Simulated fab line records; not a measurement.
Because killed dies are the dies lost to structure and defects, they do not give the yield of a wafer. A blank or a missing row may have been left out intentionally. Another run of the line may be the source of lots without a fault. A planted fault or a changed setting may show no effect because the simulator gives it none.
Which tool was responsible?	flow n5 finfet	69 wafers from 23 lots sampled at 6 of the route's 1938 steps

## WHAT EACH GAUGE READ, for each wafer
The record lacks any reading of a measuring or inspecting step that a usual standard deviation could be used to judge.

## WHAT TOOL EACH LOT RAN ON (gives the tool, then ch and the chambers of the sampled wafers, and finally the start)
lot	N5_GATE_CUT_CMP_61	N5_MOL_CONTACT_COAG_ETCH_106	N5_MOL_CONTACT_COAG_SPUTTER_143	N5_MOL_CONTACT_COAG_ALD_131	N5_MOL_CONTACT_COAG_STRIP_119	N5_MOL_CONTACT_COAG_ETCH_65
L074	cmp-01 ch 0,2,3, day 4 15:31	rie diel-05 ch 0,1, day 4 16:19	pvd sputter-02, day 4 19:45	ald sin-01 ch 0,1,2, day 5 03:00	plasma asher-01 ch 0,1, day 5 03:32	rie diel-05 ch 1,2, day 5 04:16
L075	cmp-03 ch 1,3, day 4 23:44	rie diel-04 ch 1,2,3, day 5 00:29	pvd sputter-02, day 5 02:06	ald sin-04 ch 1,3, day 5 09:20	plasma asher-01 ch 0,1, day 5 09:58	rie diel-03 ch 1,2, day 5 10:43
L076	cmp-02 ch 1,2, day 5 05:32	rie diel-03 ch 0,1, day 5 06:17	pvd sputter-01, day 5 10:22	ald sin-01 ch 0,3, day 5 18:35	plasma asher-01 ch 0, day 5 19:16	rie diel-05 ch 0,1,2, day 5 19:55
L077	cmp-01 ch 0,2,3, day 5 13:04	rie diel-05 ch 0,1,3, day 5 13:54	pvd sputter-03, day 5 17:59	ald sin-01 ch 2,3, day 6 01:22	plasma asher-01 ch 0,1, day 6 01:53	rie diel-03 ch 0,3, day 6 02:41
L078	cmp-01 ch 0,2, day 5 15:07	rie diel-03 ch 1,2, day 5 15:53	pvd sputter-03, day 5 19:50	ald sin-01 ch 0,2, day 6 02:31	plasma asher-02 ch 0,1, day 6 03:02	rie diel-03 ch 1,2,3, day 6 03:40
L079	cmp-02 ch 1,3, day 5 20:53	rie diel-03 ch 1,2, day 5 21:38	pvd sputter-03, day 6 01:58	ald sin-02 ch 0,3, day 6 08:58	plasma asher-01 ch 0,1, day 6 09:29	rie diel-04 ch 1,3, day 6 10:14
L080	cmp-02 ch 2,3, day 6 02:04	rie diel-04 ch 0,1, day 6 02:55	pvd sputter-01, day 6 05:03	ald sin-01 ch 0,2, day 6 12:08	plasma asher-02 ch 0,1, day 6 12:40	rie diel-03 ch 1,2, day 6 13:18
L081	cmp-03 ch 0,2, day 6 10:29	rie diel-05 ch 1,3, day 6 11:20	pvd sputter-02, day 6 14:23	ald sin-02 ch 2,3, day 6 21:10	plasma asher-02 ch 0,1, day 6 21:44	rie diel-05 ch 1,3, day 6 22:21
L082	cmp-03 ch 1,2, day 6 16:55	rie diel-05 ch 1,2, day 6 17:45	pvd sputter-01, day 6 21:19	ald sin-04 ch 0,2, day 7 04:46	plasma asher-01 ch 0,1, day 7 05:29	rie diel-05 ch 0,1, day 7 06:06
L083	cmp-02 ch 0,1,2, day 7 01:46	rie diel-03 ch 1,2, day 7 02:38	pvd sputter-02, day 7 04:32	ald sin-04 ch 0,1,2, day 7 12:50	plasma asher-01 ch 0,1, day 7 13:22	rie diel-04 ch 1,2,3, day 7 13:59
L084	cmp-02 ch 0,1,3, day 7 03:41	rie diel-03 ch 0,3, day 7 04:29	pvd sputter-02, day 7 07:11	ald sin-04 ch 0,3, day 7 17:10	plasma asher-01 ch 0,1, day 7 17:43	rie diel-04 ch 0,1,2, day 7 18:19
L085	cmp-02 ch 0,3, day 7 09:55	rie diel-04 ch 1,2, day 7 10:47	pvd sputter-03, day 7 14:27	ald sin-02 ch 0,1,2, day 7 21:15	plasma asher-01 ch 0,1, day 7 21:46	rie diel-04 ch 1,3, day 7 22:31
L086	cmp-02 ch 0,3, day 7 13:41	rie diel-03 ch 2,3, day 7 14:24	pvd sputter-01, day 7 17:40	ald sin-04 ch 0,2, day 8 00:32	plasma asher-01 ch 0,1, day 8 01:07	rie diel-04 ch 0,1,3, day 8 02:01
L087	cmp-02 ch 0,1,2, day 7 22:11	rie diel-03 ch 0,2,3, day 7 22:59	pvd sputter-01, day 8 00:44	ald sin-04 ch 0,2,3, day 8 08:00	plasma asher-01 ch 0,1, day 8 08:31	rie diel-03 ch 0,1,2, day 8 09:11
L088	cmp-01 ch 0,2, day 8 06:53	rie diel-03 ch 0,1,2, day 8 07:43	pvd sputter-03, day 8 10:38	ald sin-04 ch 0,2,3, day 8 19:05	plasma asher-02 ch 0,1, day 8 19:37	rie diel-04 ch 1,2,3, day 8 20:28
L089	cmp-02 ch 0,2,3, day 8 11:05	rie diel-04 ch 0,3, day 8 11:57	pvd sputter-01, day 8 15:24	ald sin-04 ch 0,1,3, day 9 00:06	plasma asher-02 ch 0, day 9 00:39	rie diel-04 ch 0,2,3, day 9 01:16
L090	cmp-02 ch 0,1, day 8 13:23	rie diel-05 ch 0,1,3, day 8 14:07	pvd sputter-03, day 8 18:54	ald sin-01 ch 0,1,2, day 9 03:16	plasma asher-01 ch 0,1, day 9 03:48	rie diel-03 ch 1,2,3, day 9 04:24
L091	cmp-03 ch 0,2, day 8 22:14	rie diel-04 ch 0,2,3, day 8 23:05	pvd sputter-02, day 9 03:33	ald sin-01 ch 2,3, day 9 11:29	plasma asher-02 ch 0,1, day 9 12:01	rie diel-03 ch 0,1, day 9 12:38
L092	cmp-03 ch 0,1,2, day 9 04:11	rie diel-04 ch 0,1,2, day 9 05:01	pvd sputter-03, day 9 08:21	ald sin-01 ch 1,2,3, day 9 15:36	plasma asher-02 ch 0,1, day 9 16:12	rie diel-03 ch 0,1,2, day 9 16:57
L093	cmp-02 ch 1,2, day 9 09:11	rie diel-04 ch 0,3, day 9 09:55	pvd sputter-01, day 9 12:16	ald sin-04 ch 0,2,3, day 9 19:14	plasma asher-01 ch 0,1, day 9 20:04	rie diel-03 ch 0,1,3, day 9 20:47
L095	cmp-02 ch 0,3, day 10 02:28	rie diel-04 ch 0,1,3, day 10 03:12	pvd sputter-03, day 10 05:30	ald sin-02 ch 0,1, day 10 13:09	plasma asher-01 ch 0,1, day 10 13:43	rie diel-04 ch 1,2, day 10 14:43
L097	cmp-03 ch 0,1, day 10 10:17	rie diel-05 ch 1,2, day 10 11:09	pvd sputter-03, day 10 13:29	ald sin-02 ch 0,1, day 10 19:57	plasma asher-01 ch 0,1, day 10 20:28	rie diel-04 ch 0,2, day 10 21:08
L096	cmp-01 ch 0,1, day 10 11:43	rie diel-05 ch 0,1,3, day 10 12:56	pvd sputter-02, day 10 15:00	ald sin-01 ch 1,3, day 11 00:29	plasma asher-01 ch 0,1, day 11 01:01	rie diel-04 ch 0,1,2, day 11 01:37
- N5_GATE_CUT_CMP_61: polishes, stops on SiNx, t overpolish 3 s.
- N5_MOL_CONTACT_COAG_ETCH_106: etches SOC in N2/H2, target depth 80 nm, overetch 16 nm, time 120 s.
- N5_MOL_CONTACT_COAG_SPUTTER_143: material Co, target thk 2.5 nm.
- N5_MOL_CONTACT_COAG_ALD_131: deposits SiO2, target thk 5 nm, pulse time 1 s, co reactant pulse time 1 s.
- N5_MOL_CONTACT_COAG_STRIP_119: strips in N2/H2, time 30 s.
- N5_MOL_CONTACT_COAG_ETCH_65: etches underlayer in N2/H2, target depth 13 nm, time 10.4 s.

## WHAT THE TOOLS THEMSELVES READ (means of the sampled wafers that have a number; where no wafer has one, the mark that the record gives instead)
N5_GATE_CUT_CMP_61. Usual: motor current A 11.8 A, standard deviation 0.89; pad life wafers 1216, standard deviation 560.
lot	tool	motor current A (A)	pad life wafers	flag
L074	cmp-01	11.7	440	
L075	cmp-03	13.0	1759	
L076	cmp-02	12.3	894	
L077	cmp-01	11.5	626	
L078	cmp-01	11.3	649	
L079	cmp-02	12.0	1028	
L080	cmp-02	12.0	1062	
L081	cmp-03	12.4	1963	
L082	cmp-03	12.5	2018	
L083	cmp-02	11.3	1243	
L084	cmp-02	11.8	1262	
L085	cmp-02	10.5	1338	
L086	cmp-02	11.4	1376	
L087	cmp-02	11.3	1441	
L088	cmp-01	11.5	1244	
L089	cmp-02	11.5	1556	
L090	cmp-02	11.2	1578	
L091	cmp-03	12.5	109	
L092	cmp-03	12.3	151	
L093	cmp-02	12.2	1710	
L095	cmp-02	11.4	1836	
L097	cmp-03	12.2	420	
L096	cmp-01	11.7	1704	

N5_MOL_CONTACT_COAG_ETCH_106. Usual: bias w 150.0 W, standard deviation 0.42; drypump motor current A 5.8 A, standard deviation 0.33; oes product au 0.70 a.u., standard deviation 0.07; rf vpp V 524.8 V, standard deviation 2.2; showerhead plenum p Torr 2.58 Torr, standard deviation 0.082; throttle valve pct 17.8 %, standard deviation 0.31.
lot	tool	bias w (W)	drypump motor current A (A)	oes product au (a.u.)	rf vpp V (V)	showerhead plenum p Torr (Torr)	throttle valve pct (%)	flag
L074	rie diel-05	150.3	5.5	0.71	526.3	2.68	17.7	
L075	rie diel-04	150.1	6.3	0.67	524.6	2.58	18.1	
L076	rie diel-03	150.2	5.6	0.65	523.9	2.56	17.9	
L077	rie diel-05	150.0	5.6	0.75	526.2	2.61	17.7	
L078	rie diel-03	149.9	5.5	0.73	523.7	2.53	17.4	
L079	rie diel-03	150.2	5.6	0.73	523.5	2.53	17.4	
L080	rie diel-04	150.3	6.4	0.63	526.9	2.62	18.0	
L081	rie diel-05	150.1	5.7	0.73	523.1	2.53	17.7	
L082	rie diel-05	150.7	5.5	0.73	525.1	2.60	17.8	
L083	rie diel-03	149.4	5.5	0.71	523.4	2.52	17.4	
L084	rie diel-03	150.2	5.7	0.63	525.8	2.59	18.1	
L085	rie diel-04	149.5	6.2	0.66	524.6	2.57	18.2	
L086	rie diel-03	149.9	5.7	0.70	525.2	2.58	17.9	
L087	rie diel-03	149.9	5.7	0.69	525.5	2.61	17.9	
L088	rie diel-03	150.2	5.6	0.69	525.4	2.58	17.7	
L089	rie diel-04	150.6	6.3	0.66	524.9	2.56	18.0	
L090	rie diel-05	150.0	5.6	0.71	525.7	2.60	17.7	
L091	rie diel-04	150.2	6.2	0.66	523.7	2.57	18.1	
L092	rie diel-04	149.5	6.3	0.63	524.6	2.59	18.2	
L093	rie diel-04	150.3	6.3	0.64	524.8	2.59	18.0	
L095	rie diel-04	149.8	6.3	0.72	524.8	2.58	17.9	
L097	rie diel-05	149.8	5.5	0.66	525.8	2.62	17.9	
L096	rie diel-05	150.2	5.6	0.70	524.1	2.60	17.7	

N5_MOL_CONTACT_COAG_SPUTTER_143. Usual: susceptor temp C 24.98 C, standard deviation 0.12; throttle valve pct 30.0 %, standard deviation 0.85.
lot	tool	susceptor temp C (C)	throttle valve pct (%)	flag
L074	pvd sputter-02	24.99	29.2	
L075	pvd sputter-02	24.94	29.7	
L076	pvd sputter-01	24.92	30.5	
L077	pvd sputter-03	25.04	30.1	
L078	pvd sputter-03	25.03	30.5	
L079	pvd sputter-03	24.90	30.4	
L080	pvd sputter-01	24.93	30.5	
L081	pvd sputter-02	24.87	29.1	
L082	pvd sputter-01	24.95	31.0	
L083	pvd sputter-02	24.98	29.5	
L084	pvd sputter-02	24.98	29.7	
L085	pvd sputter-03	24.99	29.3	
L086	pvd sputter-01	25.04	30.2	
L087	pvd sputter-01	24.97	30.3	
L088	pvd sputter-03	24.98	30.7	
L089	pvd sputter-01	25.04	30.2	
L090	pvd sputter-03	24.99	30.4	
L091	pvd sputter-02	25.08	29.3	
L092	pvd sputter-03	24.98	30.3	
L093	pvd sputter-01	24.89	30.6	
L095	pvd sputter-03	25.01	29.9	
L097	pvd sputter-03	25.07	30.5	
L096	pvd sputter-02	25.00	29.2	

N5_MOL_CONTACT_COAG_ALD_131. Usual: chamber pressure Torr 2.000 Torr, standard deviation 0.004; heater power w 75 W, standard deviation 6.9; precursor pulse height rel 1.002, standard deviation 0.02; susceptor temp C 99.97 C, standard deviation 0.12.
lot	tool	chamber pressure Torr (Torr)	heater power w (W)	precursor pulse height rel	susceptor temp C (C)	flag
L074	ald sin-01	2.004	78	1.010	99.91	
L075	ald sin-04	2.004	75	1.001	100.12	
L076	ald sin-01	2.001	71	0.984	99.81	
L077	ald sin-01	2.000	74	1.000	100.17	
L078	ald sin-01	1.999	75	0.993	100.11	
L079	ald sin-02	2.003	85	0.999	100.09	
L080	ald sin-01	1.998	73	0.997	99.92	
L081	ald sin-02	1.998	81	1.004	100.04	
L082	ald sin-04	2.000	70	1.005	100.03	
L083	ald sin-04	2.001	71	1.004	99.95	
L084	ald sin-04	2.005	72	1.017	99.93	
L085	ald sin-02	2.001	78	0.966	99.92	
L086	ald sin-04	2.003	69	0.988	99.84	
L087	ald sin-04	1.999	72	1.002	99.98	
L088	ald sin-04	1.996	71	1.002	99.98	
L089	ald sin-04	2.002	72	1.004	99.94	
L090	ald sin-01	1.996	78	1.026	99.92	
L091	ald sin-01	1.998	74	1.014	99.96	
L092	ald sin-01	1.998	79	1.005	100.02	
L093	ald sin-04	2.006	71	1.010	100.09	
L095	ald sin-02	2.001	78	0.990	100.07	
L097	ald sin-02	2.002	78	1.012	99.99	
L096	ald sin-01	2.000	75	1.008	99.92	

N5_MOL_CONTACT_COAG_STRIP_119. Usual: drypump motor current A 5.69 A, standard deviation 0.2; heater power w 348 W, standard deviation 22.
lot	tool	drypump motor current A (A)	heater power w (W)	flag
L074	plasma asher-01	5.77	344	
L075	plasma asher-01	5.79	349	
L076	plasma asher-01	5.83	353	
L077	plasma asher-01	5.80	347	
L078	plasma asher-02	5.38	359	
L079	plasma asher-01	5.79	353	
L080	plasma asher-02	5.54	336	
L081	plasma asher-02	5.37	361	
L082	plasma asher-01	5.80	356	
L083	plasma asher-01	5.78	348	
L084	plasma asher-01	5.78	347	
L085	plasma asher-01	5.79	353	
L086	plasma asher-01	5.77	346	
L087	plasma asher-01	5.78	348	
L088	plasma asher-02	5.40	365	
L089	plasma asher-02	5.24	386	
L090	plasma asher-01	5.78	350	
L091	plasma asher-02	5.55	337	
L092	plasma asher-02	5.39	360	
L093	plasma asher-01	5.77	344	
L095	plasma asher-01	5.80	347	
L097	plasma asher-01	5.76	347	
L096	plasma asher-01	5.78	345	

N5_MOL_CONTACT_COAG_ETCH_65. Usual: bias w is 150.0 W with standard deviation 0.45, drypump motor current A is 5.9 A with standard deviation 0.36, etch rf on time s is 10.36 s with standard deviation 0.15, oes product au is 0.66 a.u. with standard deviation 0.07, rf vpp V is 524.8 V with standard deviation 2.5, showerhead plenum p Torr is 2.58 Torr with standard deviation 0.078, and throttle valve pct is 17.9 % with standard deviation 0.31.
lot	tool	bias w (W)	drypump motor current A (A)	etch rf on time s (s)	oes product au (a.u.)	rf vpp V (V)	showerhead plenum p Torr (Torr)	throttle valve pct (%)	flag
L074	rie diel-05	150.0	5.5	10.29	0.72	525.7	2.61	17.8	
L075	rie diel-03	149.9	5.7	10.21	0.75	524.9	2.61	17.4	
L076	rie diel-05	150.3	5.5	10.29	0.71	526.9	2.64	17.7	
L077	rie diel-03	150.6	5.7	10.40	0.61	525.4	2.59	18.1	
L078	rie diel-03	149.9	5.6	10.30	0.69	523.7	2.56	17.7	
L079	rie diel-04	149.6	6.3	10.28	0.64	524.6	2.57	18.1	
L080	rie diel-03	149.6	5.5	10.21	0.70	523.5	2.53	17.5	
L081	rie diel-05	150.6	5.7	10.19	0.70	522.4	2.53	17.7	
L082	rie diel-05	150.3	5.5	10.48	0.66	528.0	2.67	17.8	
L083	rie diel-04	149.9	6.3	10.40	0.63	524.3	2.57	18.2	
L084	rie diel-04	149.7	6.3	10.45	0.62	525.4	2.59	18.2	
L085	rie diel-04	149.7	6.3	10.35	0.61	525.0	2.59	18.1	
L086	rie diel-04	149.8	6.3	10.39	0.61	525.2	2.59	18.1	
L087	rie diel-03	150.2	5.6	10.41	0.66	524.8	2.58	17.7	
L088	rie diel-04	150.1	6.3	10.52	0.62	523.8	2.56	18.2	
L089	rie diel-04	149.7	6.2	10.48	0.63	524.5	2.56	18.2	
L090	rie diel-03	149.8	5.6	10.37	0.67	524.4	2.55	17.7	
L091	rie diel-03	149.7	5.5	10.33	0.62	522.9	2.49	17.7	
L092	rie diel-03	150.2	5.6	10.42	0.64	524.7	2.58	17.7	
L093	rie diel-03	150.0	5.5	10.45	0.61	523.6	2.52	18.0	
L095	rie diel-04	150.1	6.3	10.25	0.76	525.2	2.59	17.9	
L097	rie diel-04	150.3	6.2	10.47	0.60	524.5	2.59	18.1	
L096	rie diel-04	150.3	6.3	10.31	0.68	524.7	2.58	18.0	

## THE ANSWER, worked out from the rows above alone
Rule: lot off if the mean of its wafers having a number is beyond 3 standard deviations from the usual mean. Also off: a lot with no number at a reading for which 4 or more lots have one. Any other lot the step has rows for is counted as sound. First the gauges in route order, then the tools' own readings, where a lot's mean is used as printed above. The first step at which some lot is off is used, and at that step the reading that is off furthest; a lot without a number counts as furthest.
None of the lots is off at any reading shown; this tells nothing.

## WHAT HAD BEEN PUT IN BY THE SIMULATOR
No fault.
